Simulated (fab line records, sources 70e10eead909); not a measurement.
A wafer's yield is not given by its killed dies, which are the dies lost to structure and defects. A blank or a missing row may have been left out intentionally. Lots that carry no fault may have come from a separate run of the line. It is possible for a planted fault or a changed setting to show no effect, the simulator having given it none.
A lot that was struck, set against a sound lot | flow nandHarc | 15 out of 1159 route steps
Sound: these wafers, L749.1, L749.4, L749.5. Wafers L763.1, L763.3, L763.6 were the ones struck. At the end, the cause is stated.
Each step with rows lists, per side, the tool, then ch with its chambers, then its first start. Under that, the readings that differ: sound wafers | struck wafers | difference of the means | sigmas: that difference in standard deviations of wafers without a fault.
alike: words and numbers the same on both sides, and readings whose means are apart by under 2 such deviations; not compared: readings that were withheld, readings missing a value for some wafer, numbers with overlapping values and no deviation given by the record, and bounds like >300 which may hide the same value.
A row with sigmas, a row that says differs or no value, or rows on one side alone: a step with any of these is where the two part. Numbers that don't overlap but have no deviation are shown without sigmas and don't part them. A reading that every wafer of one side lacks parts them only if that side has two wafers or more.

first, 2 steps without rows for these wafers: NHARC_P_GATE_PEB_09 (peb time 85 s); NHARC_P_GATE_DEVELOP_10 (time 70 s).
NHARC_P_GATE_CD_MEAS_11 targets a cd of 1640 nm.
  sound on cdSem-01 ch 0, day 5 06:34; struck on cdSem-01 ch 0, day 9 03:03
  alike: cdNm
then, 1 step without rows for these wafers: NHARC_P_GATE_HARDBAKE_12 (time 80 s).
NHARC_P_GATE_DESCUM_13: chemistry O2, time 3 s.
  sound on rieDiel-09 ch 1,3, day 5 06:43; struck on rieDiel-07 ch 1,3, day 9 03:14
  alike: drypumpMotorCurrentA, mfcArSccm, oesProductAu, rfVppV, showerheadPlenumPTorr, throttleValvePct
  not compared: rfHoursCounterH
then, 6 steps without rows for these wafers: NHARC_P_GATE_ETCH_14 (etches SiO2 in dHF, target depth 48.8 nm); NHARC_P_GATE_STRIP_15 (strips in SPM, time 780 s); NHARC_P_GATE_PRECLEAN_71 (cleans in SC1); NHARC_P_GATE_SRD_72; NHARC_P_GATE_OXIDE_16 (material SiO2, target thk 3 nm, ox time 392 s); NHARC_P_GATE_CVD_17 (deposits poly-Si, target thk 150 nm, time 900 s).
NHARC_P_GATE_HM_DEP_102: deposits aC, target thk 120 nm.
  sound on aclDep-03 ch 0, day 5 20:25; struck on aclDep-03 ch 0, day 9 17:17
  alike: throttleValvePct
NHARC_P_GATE_DEP_103: deposits SiON, target thk 30 nm.
  sound on pecvd-01 ch 1,2, day 5 21:08; struck on pecvd-01 ch 0,2, day 9 18:26
  alike: heaterPowerOuterW, heaterPowerW
  not compared: sinceWetCleanH
then, 1 step without rows for these wafers: NHARC_P_GATE_DEHYDRATE_18 (time 120 s).
-- the record jumps here: 14 days lie between the struck wafers' starts before and after (it left off in module P_GATE and takes up again in module END, whose first step shown is number 1159 of the route) --
NHARC_END_SORT_01:
  sound on prober-01 ch 0, day 20 14:34; struck on prober-02 ch 0, day 23 14:48
reading       | sound    | struck   | difference | sigmas
killedAtArray | 23 23 25 | 37 52 43 | +20        | +2
killedDies    | 28 25 27 | 39 53 46 | +19        | +2
  alike: killedAtOther, killedAtPeriphery, killedOpen, killedShort

## WHERE THEY PART
NHARC_END_SORT_01 only, going by this record.

WHY: the cause the simulator had injected
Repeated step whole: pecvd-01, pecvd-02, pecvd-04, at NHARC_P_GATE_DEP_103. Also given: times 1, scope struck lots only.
